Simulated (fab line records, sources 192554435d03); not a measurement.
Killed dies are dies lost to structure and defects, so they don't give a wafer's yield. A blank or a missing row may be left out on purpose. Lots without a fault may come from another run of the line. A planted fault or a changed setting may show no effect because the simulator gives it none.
A struck lot beside a sound one | flow n5_finfet | 14 steps out of a route of 1938
Sound: wafers L177.2, L177.4, L177.6. Struck: wafers L189.2, L189.4, L189.6. The cause comes at the end.
At each step with rows: each side's tool, then ch and its chambers, then its first start. Under that, the readings that differ: sound wafers | struck wafers | difference of the means | sigmas: that difference in standard deviations of wafers without a fault.
alike: readings whose means differ by less than 2 such deviations, and words and numbers that are the same on both sides. not compared: withheld readings, readings that some wafer has no value for, bounds like >300 that may hide the same value, and numbers for which the record gives no deviation and whose values overlap.
The two part at a step that has a row with sigmas, a row that says differs or no value, or rows on one side only. Numbers that don't overlap but have no deviation are shown without sigmas and don't part them. A reading that every wafer of one side lacks parts them only if that side has two wafers or more.

N5_BEOL_M0_SAQP_PECVD_96: deposits a-Si from SiH4/He, target thk 45 nm, time 45.2 s.
  sound on pecvd-04 ch 0,2, day 6 17:02; struck on pecvd-01 ch 0,2, day 8 23:11
  alike: heater_power_w, rf_fwd_power_W, showerhead_plenum_p_Torr, throttle_valve_pct
N5_BEOL_M0_SAQP_PECVD_97: deposits SiNx from SiH4/NH3/N2, target thk 23 nm, time 19.9 s.
  sound on pecvd-04 ch 0,2, day 6 17:05; struck on pecvd-01 ch 0,2, day 8 23:14
  alike: heater_power_w, rf_fwd_power_W, showerhead_plenum_p_Torr, throttle_valve_pct
N5_BEOL_M0_SAQP_PECVD_04: deposits a-Si from SiH4/He, target thk 60 nm, time 60.2 s.
  sound on pecvd-04 ch 0,2, day 6 17:07; struck on pecvd-01 ch 0,2, day 8 23:17
  alike: heater_power_w, rf_fwd_power_W, showerhead_plenum_p_Torr, throttle_valve_pct
N5_BEOL_M0_SAQP_THK_MEAS_05:
  sound on film_metro-02, day 6 17:13; struck on film_metro-01, day 8 23:22
  alike: thk_nm
N5_BEOL_M0_SAQP_HM_DEP_111: deposits SiO2 from SiH4/N2O, target thk 12 nm, time 7.2 s.
  sound on pecvd-04 ch 0,1,2, day 6 17:16; struck on pecvd-02 ch 0,1,2, day 8 23:25
  alike: heater_power_w, rf_fwd_power_W, showerhead_plenum_p_Torr
then, 7 steps without rows for these wafers: N5_BEOL_M0_SAQP_COAT_81 (time 60 s, resist thk 100 nm); N5_BEOL_M0_SAQP_COAT_82 (time 60 s, resist thk 30 nm); N5_BEOL_M0_SAQP_COAT_08 (resist thk 90 nm); N5_BEOL_M0_SAQP_EBR_10; N5_BEOL_M0_SAQP_SOFTBAKE_09 (time 60 s); N5_BEOL_M0_SAQP_EXPOSE_11 (exposes mask M0 CORE, target cd 42 nm); N5_BEOL_M0_SAQP_PEB_12 (peb time 60 s).
N5_BEOL_M0_SAQP_DEVELOP_13: develop time 30 s.
  sound on litho_track-05 ch 0, day 6 17:38; struck on litho_track-05, day 8 23:48
  no value came back on the struck wafers for chill_plate_temp_C (C), develop_time_s (s); on the sound wafers chill_plate_temp_C (C) reads 22.92 23.09 23.11
  reading                                           | sound          | struck       | difference | sigmas
  model.CAR-ArF_of_BEOL_M0_SAQP_COAT_08.thk_nm (nm) | 87.8 87.8 87.8 | 89.8 89.6 90 | +2.0       |
N5_BEOL_M0_SAQP_CD_MEAS_14: target cd 42.5 nm.
  sound on cd_sem-02 ch 0, day 6 17:42; struck on cd_sem-01 ch 0, day 8 23:52
  reading    | sound          | struck | difference                    | sigmas
  cd_nm (nm) | 42.6 42.7 42.8 | - - -  | no value on the struck wafers |

WHERE THEY PART
First at N5_BEOL_M0_SAQP_DEVELOP_13; last, within this record, at N5_BEOL_M0_SAQP_CD_MEAS_14.

WHY: what the simulator had put in
Skipped step whole: litho_track-05, from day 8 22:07 on, at N5_BEOL_M0_SAQP_DEVELOP_13. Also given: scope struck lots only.
